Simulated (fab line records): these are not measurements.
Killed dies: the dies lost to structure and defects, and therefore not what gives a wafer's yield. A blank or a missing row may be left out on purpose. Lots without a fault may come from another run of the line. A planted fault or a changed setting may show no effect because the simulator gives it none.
Chamber matching | flow n5Finfet | N5_FIN_SAQP_HM_DEP_72 on pecvd-04 has 3 sister chambers
The step deposits SiO2 from SiH4/N2O, target thk 12 nm, time 7.2 s. 3 wafers are shown with their chamber, then 11 later ones without.

WAFERS WITH THEIR CHAMBER
wafer  | chamber | heaterPowerW (W)
L081.1 | 0       | 607
L081.2 | 2       | 965
L081.4 | 1       | 833

WAFERS WITHOUT THEIR CHAMBER
wafer  | heaterPowerW (W)
L081.5 | 599
L081.6 | 971
L088.2 | 908
L088.3 | 700
L088.5 | 699
L089.1 | 677
L089.2 | 906
L089.3 | 961
L089.4 | 990
L089.5 | 896
L089.6 | 678

EACH ONE'S CHAMBER
wafer  | from the rows above     | in truth
L081.5 | 0                       | 0
L081.6 | 2                       | 2
L088.2 | can't be placed: 2 or 1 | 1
L088.3 | can't be placed: 0 or 1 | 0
L088.5 | can't be placed: 0 or 1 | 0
L089.1 | can't be placed: 0 or 1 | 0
L089.2 | can't be placed: 2 or 1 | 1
L089.3 | 2                       | 2
L089.4 | 2                       | 2
L089.5 | can't be placed: 1 or 2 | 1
L089.6 | can't be placed: 0 or 1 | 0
4 of 11 placed correctly. From these rows, 7 cannot be placed; in 7 the true chamber is one of the candidates. Placed wrongly: 0.
How it was worked out, from the rows above alone: a wafer's distance from a chamber is the root of the sum, over the readings, of the square of ((its reading less the chamber's mean) divided by the reading's scatter). If the next closest chamber is less than 2 further off than the closest, the wafer can't be placed; otherwise it belongs to the closest. Each chamber's mean is taken over the wafers shown for it. The scatter: with one shown wafer a chamber, the root of the mean of the squares of how far each hidden wafer lies from its nearest shown one.
